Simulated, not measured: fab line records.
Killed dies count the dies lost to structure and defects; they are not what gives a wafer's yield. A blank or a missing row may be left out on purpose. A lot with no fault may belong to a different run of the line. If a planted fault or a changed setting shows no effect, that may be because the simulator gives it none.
Split-lot experiment || flow n5_finfet || 39 wafers read from 7 lots, route of 1938 steps

THE SPLIT
At N5_MOL_CONTACT_COAG_ETCHBACK_134 (etches SiO2 in CHF3, target depth 10 nm, time 6.7 s), the setting target_depth_a was moved away from the recipe's 100 angstrom on 15 of the 39 wafers read, by -49.8% to -24.8%. For the rest of the wafers, this setting stayed at what the recipe calls for.

The reading comes from the split's own step.

THE READING
CAR-EUV_of_MOL_CONTACT_COAG_COAT_34.thk_nm (the simulator's own value, which no gauge read), in nm, at N5_MOL_CONTACT_COAG_ETCHBACK_134 (etches SiO2 in CHF3, target depth 10 nm, time 6.7 s). There is no usual value for it anywhere in the file. Across the 24 wafers here that went through the recipe, the average is 15.6 nm and the standard deviation 0.2 nm.

{"wafer": "L081.1", "tool, chamber at the split": "rie_diel-03, 3,0", "target_depth_a as run, angstrom": 100, "against the recipe": "recipe", "CAR-EUV_of_MOL_CONTACT_COAG_COAT_34.thk_nm, nm": 15.4, "against lot-mates on the recipe": "-"}
{"wafer": "L081.5", "tool, chamber at the split": "rie_diel-03, 3,0", "target_depth_a as run, angstrom": 100, "against the recipe": "recipe", "CAR-EUV_of_MOL_CONTACT_COAG_COAT_34.thk_nm, nm": 15.4, "against lot-mates on the recipe": "-"}
{"wafer": "L081.2", "tool, chamber at the split": "rie_diel-03, 2,0,1", "target_depth_a as run, angstrom": 69.38, "against the recipe": "-30.6%", "CAR-EUV_of_MOL_CONTACT_COAG_COAT_34.thk_nm, nm": 16, "against lot-mates on the recipe": "+0.5"}
{"wafer": "L081.4", "tool, chamber at the split": "rie_diel-03, 2,0,1", "target_depth_a as run, angstrom": 69.38, "against the recipe": "-30.6%", "CAR-EUV_of_MOL_CONTACT_COAG_COAT_34.thk_nm, nm": 16, "against lot-mates on the recipe": "+0.5"}
{"wafer": "L081.6", "tool, chamber at the split": "rie_diel-03, 2,0,1", "target_depth_a as run, angstrom": 69.38, "against the recipe": "-30.6%", "CAR-EUV_of_MOL_CONTACT_COAG_COAT_34.thk_nm, nm": 16, "against lot-mates on the recipe": "+0.5"}
{"wafer": "L081.3", "tool, chamber at the split": "rie_diel-03, 1", "target_depth_a as run, angstrom": 100, "against the recipe": "recipe", "CAR-EUV_of_MOL_CONTACT_COAG_COAT_34.thk_nm, nm": 15.6, "against lot-mates on the recipe": "-"}
{"wafer": "L085.1", "tool, chamber at the split": "rie_diel-02, 0,1,2,0", "target_depth_a as run, angstrom": 100, "against the recipe": "recipe", "CAR-EUV_of_MOL_CONTACT_COAG_COAT_34.thk_nm, nm": 15.6, "against lot-mates on the recipe": "-"}
{"wafer": "L085.2", "tool, chamber at the split": "rie_diel-02, 0,1,2,0", "target_depth_a as run, angstrom": 100, "against the recipe": "recipe", "CAR-EUV_of_MOL_CONTACT_COAG_COAT_34.thk_nm, nm": 15.6, "against lot-mates on the recipe": "-"}
{"wafer": "L085.3", "tool, chamber at the split": "rie_diel-02, 0,1,2,0", "target_depth_a as run, angstrom": 100, "against the recipe": "recipe", "CAR-EUV_of_MOL_CONTACT_COAG_COAT_34.thk_nm, nm": 15.6, "against lot-mates on the recipe": "-"}
{"wafer": "L085.6", "tool, chamber at the split": "rie_diel-02, 0,1,2,0", "target_depth_a as run, angstrom": 100, "against the recipe": "recipe", "CAR-EUV_of_MOL_CONTACT_COAG_COAT_34.thk_nm, nm": 15.6, "against lot-mates on the recipe": "-"}
{"wafer": "L085.4", "tool, chamber at the split": "rie_diel-02, 3", "target_depth_a as run, angstrom": 100, "against the recipe": "recipe", "CAR-EUV_of_MOL_CONTACT_COAG_COAT_34.thk_nm, nm": 15.8, "against lot-mates on the recipe": "-"}
{"wafer": "L085.5", "tool, chamber at the split": "rie_diel-02, 3", "target_depth_a as run, angstrom": 100, "against the recipe": "recipe", "CAR-EUV_of_MOL_CONTACT_COAG_COAT_34.thk_nm, nm": 15.4, "against lot-mates on the recipe": "-"}
{"wafer": "L086.1", "tool, chamber at the split": "rie_diel-02, 1,2,3", "target_depth_a as run, angstrom": 50.24, "against the recipe": "-49.8%", "CAR-EUV_of_MOL_CONTACT_COAG_COAT_34.thk_nm, nm": 16.4, "against lot-mates on the recipe": "+0.7"}
{"wafer": "L086.4", "tool, chamber at the split": "rie_diel-02, 1,2,3", "target_depth_a as run, angstrom": 50.24, "against the recipe": "-49.8%", "CAR-EUV_of_MOL_CONTACT_COAG_COAT_34.thk_nm, nm": 16.4, "against lot-mates on the recipe": "+0.7"}
{"wafer": "L086.6", "tool, chamber at the split": "rie_diel-02, 1,2,3", "target_depth_a as run, angstrom": 50.24, "against the recipe": "-49.8%", "CAR-EUV_of_MOL_CONTACT_COAG_COAT_34.thk_nm, nm": 16.4, "against lot-mates on the recipe": "+0.7"}
{"wafer": "L086.2", "tool, chamber at the split": "rie_diel-02, 3,0", "target_depth_a as run, angstrom": 100, "against the recipe": "recipe", "CAR-EUV_of_MOL_CONTACT_COAG_COAT_34.thk_nm, nm": 15.6, "against lot-mates on the recipe": "-"}
{"wafer": "L086.5", "tool, chamber at the split": "rie_diel-02, 3,0", "target_depth_a as run, angstrom": 100, "against the recipe": "recipe", "CAR-EUV_of_MOL_CONTACT_COAG_COAT_34.thk_nm, nm": 15.6, "against lot-mates on the recipe": "-"}
{"wafer": "L086.3", "tool, chamber at the split": "rie_diel-02, 0", "target_depth_a as run, angstrom": 100, "against the recipe": "recipe", "CAR-EUV_of_MOL_CONTACT_COAG_COAT_34.thk_nm, nm": 15.8, "against lot-mates on the recipe": "-"}
{"wafer": "L089.1", "tool, chamber at the split": "rie_diel-06, 3", "target_depth_a as run, angstrom": 68.57, "against the recipe": "-31.4%", "CAR-EUV_of_MOL_CONTACT_COAG_COAT_34.thk_nm, nm": 16.2, "against lot-mates on the recipe": "+0.4"}
{"wafer": "L089.2", "tool, chamber at the split": "rie_diel-06, 2", "target_depth_a as run, angstrom": 100, "against the recipe": "recipe", "CAR-EUV_of_MOL_CONTACT_COAG_COAT_34.thk_nm, nm": 16, "against lot-mates on the recipe": "-"}
{"wafer": "L089.3", "tool, chamber at the split": "rie_diel-06, 1", "target_depth_a as run, angstrom": 100, "against the recipe": "recipe", "CAR-EUV_of_MOL_CONTACT_COAG_COAT_34.thk_nm, nm": 15.6, "against lot-mates on the recipe": "-"}
{"wafer": "L089.4", "tool, chamber at the split": "rie_diel-06, 0", "target_depth_a as run, angstrom": 100, "against the recipe": "recipe", "CAR-EUV_of_MOL_CONTACT_COAG_COAT_34.thk_nm, nm": 15.8, "against lot-mates on the recipe": "-"}
{"wafer": "L089.5", "tool, chamber at the split": "rie_diel-06, 3", "target_depth_a as run, angstrom": 68.57, "against the recipe": "-31.4%", "CAR-EUV_of_MOL_CONTACT_COAG_COAT_34.thk_nm, nm": 16.4, "against lot-mates on the recipe": "+0.6"}
{"wafer": "L089.6", "tool, chamber at the split": "rie_diel-06, 2", "target_depth_a as run, angstrom": 68.57, "against the recipe": "-31.4%", "CAR-EUV_of_MOL_CONTACT_COAG_COAT_34.thk_nm, nm": 16, "against lot-mates on the recipe": "+0.2"}
{"wafer": "L090.1", "tool, chamber at the split": "rie_diel-02, 1", "target_depth_a as run, angstrom": 100, "against the recipe": "recipe", "CAR-EUV_of_MOL_CONTACT_COAG_COAT_34.thk_nm, nm": 15.6, "against lot-mates on the recipe": "-"}
{"wafer": "L090.2", "tool, chamber at the split": "rie_diel-02, 0", "target_depth_a as run, angstrom": 100, "against the recipe": "recipe", "CAR-EUV_of_MOL_CONTACT_COAG_COAT_34.thk_nm, nm": 16, "against lot-mates on the recipe": "-"}
{"wafer": "L090.3", "tool, chamber at the split": "rie_diel-02, 2,3", "target_depth_a as run, angstrom": 55.68, "against the recipe": "-44.3%", "CAR-EUV_of_MOL_CONTACT_COAG_COAT_34.thk_nm, nm": 16.2, "against lot-mates on the recipe": "+0.4"}
{"wafer": "L090.4", "tool, chamber at the split": "rie_diel-02, 2,3", "target_depth_a as run, angstrom": 55.68, "against the recipe": "-44.3%", "CAR-EUV_of_MOL_CONTACT_COAG_COAT_34.thk_nm, nm": 16.2, "against lot-mates on the recipe": "+0.4"}
{"wafer": "L090.5", "tool, chamber at the split": "rie_diel-02, 2", "target_depth_a as run, angstrom": 55.68, "against the recipe": "-44.3%", "CAR-EUV_of_MOL_CONTACT_COAG_COAT_34.thk_nm, nm": 16.4, "against lot-mates on the recipe": "+0.6"}
{"wafer": "L090.6", "tool, chamber at the split": "rie_diel-02, 1", "target_depth_a as run, angstrom": 100, "against the recipe": "recipe", "CAR-EUV_of_MOL_CONTACT_COAG_COAT_34.thk_nm, nm": 15.8, "against lot-mates on the recipe": "-"}
{"wafer": "L091.1", "tool, chamber at the split": "rie_diel-06, 3", "target_depth_a as run, angstrom": 100, "against the recipe": "recipe", "CAR-EUV_of_MOL_CONTACT_COAG_COAT_34.thk_nm, nm": 15.6, "against lot-mates on the recipe": "-"}
{"wafer": "L091.2", "tool, chamber at the split": "rie_diel-06, 0", "target_depth_a as run, angstrom": 100, "against the recipe": "recipe", "CAR-EUV_of_MOL_CONTACT_COAG_COAT_34.thk_nm, nm": 15.8, "against lot-mates on the recipe": "-"}
{"wafer": "L091.5", "tool, chamber at the split": "rie_diel-06, 1", "target_depth_a as run, angstrom": 100, "against the recipe": "recipe", "CAR-EUV_of_MOL_CONTACT_COAG_COAT_34.thk_nm, nm": 16, "against lot-mates on the recipe": "-"}
{"wafer": "L092.1", "tool, chamber at the split": "rie_diel-06, 3", "target_depth_a as run, angstrom": 75.18, "against the recipe": "-24.8%", "CAR-EUV_of_MOL_CONTACT_COAG_COAT_34.thk_nm, nm": 15.8, "against lot-mates on the recipe": "+0.4"}
{"wafer": "L092.2", "tool, chamber at the split": "rie_diel-06, 0", "target_depth_a as run, angstrom": 100, "against the recipe": "recipe", "CAR-EUV_of_MOL_CONTACT_COAG_COAT_34.thk_nm, nm": 15.2, "against lot-mates on the recipe": "-"}
{"wafer": "L092.3", "tool, chamber at the split": "rie_diel-06, 1", "target_depth_a as run, angstrom": 75.18, "against the recipe": "-24.8%", "CAR-EUV_of_MOL_CONTACT_COAG_COAT_34.thk_nm, nm": 16, "against lot-mates on the recipe": "+0.6"}
{"wafer": "L092.4", "tool, chamber at the split": "rie_diel-06, 2", "target_depth_a as run, angstrom": 100, "against the recipe": "recipe", "CAR-EUV_of_MOL_CONTACT_COAG_COAT_34.thk_nm, nm": 15.6, "against lot-mates on the recipe": "-"}
{"wafer": "L092.5", "tool, chamber at the split": "rie_diel-06, 1", "target_depth_a as run, angstrom": 75.18, "against the recipe": "-24.8%", "CAR-EUV_of_MOL_CONTACT_COAG_COAT_34.thk_nm, nm": 15.6, "against lot-mates on the recipe": "+0.2"}
{"wafer": "L092.6", "tool, chamber at the split": "rie_diel-06, 0", "target_depth_a as run, angstrom": 100, "against the recipe": "recipe", "CAR-EUV_of_MOL_CONTACT_COAG_COAT_34.thk_nm, nm": 15.4, "against lot-mates on the recipe": "-"}
Rows listing several chambers each stand for several wafers; the file does not say which wafer went through which chamber.

FIT RESULTS
A straight line over all 39 wafers: CAR-EUV_of_MOL_CONTACT_COAG_COAT_34.thk_nm changes by -0.0143 nm for each +1% of target_depth_a; r = -0.82; the points scatter about the line by 0.19 nm.
The same after taking each lot's own level away (the mean of its wafers on the recipe; 39 wafers): -0.0136 nm for each +1%; r = -0.88; scatter 0.14 nm.
That fit puts the effect of the largest move of target_depth_a on the reading at 0.68 nm.
From 15.40 to 15.80 nm: that is the span of the lots' own levels, equal to 2.0 times the standard deviation above.
The two slopes agree, so the slope changes little with the lot-to-lot level.
Check: +0.676 nm against its lot-mates is what the line predicts for one of the wafers moved furthest among these (-49.8%) when that wafer is left out of the fit. It came out at +0.733 nm against them.

THE OTHER SPLITS THESE WAFERS WENT THROUGH
Note: prior to the reading, these wafers also went through further splits. Each is held against what the fit with the lots' levels taken away leaves over:
{"other split on the same wafers": "N5_FIN_SAQP_ETCH_65 time_s", "wafers away from the commonest value": 12, "r with CAR-EUV_of_MOL_CONTACT_COAG_COAT_34.thk_nm (lot level and that fit taken away)": "+0.16"}
{"other split on the same wafers": "N5_SPACER0_ALD_07 target_thk_a", "wafers away from the commonest value": 12, "r with CAR-EUV_of_MOL_CONTACT_COAG_COAT_34.thk_nm (lot level and that fit taken away)": "+0.04"}

FILE'S OWN FIT
CAR-EUV_of_MOL_CONTACT_COAG_COAT_34.thk_nm changes by -0.0138 nm for each +1% of target_depth_a, r = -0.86.
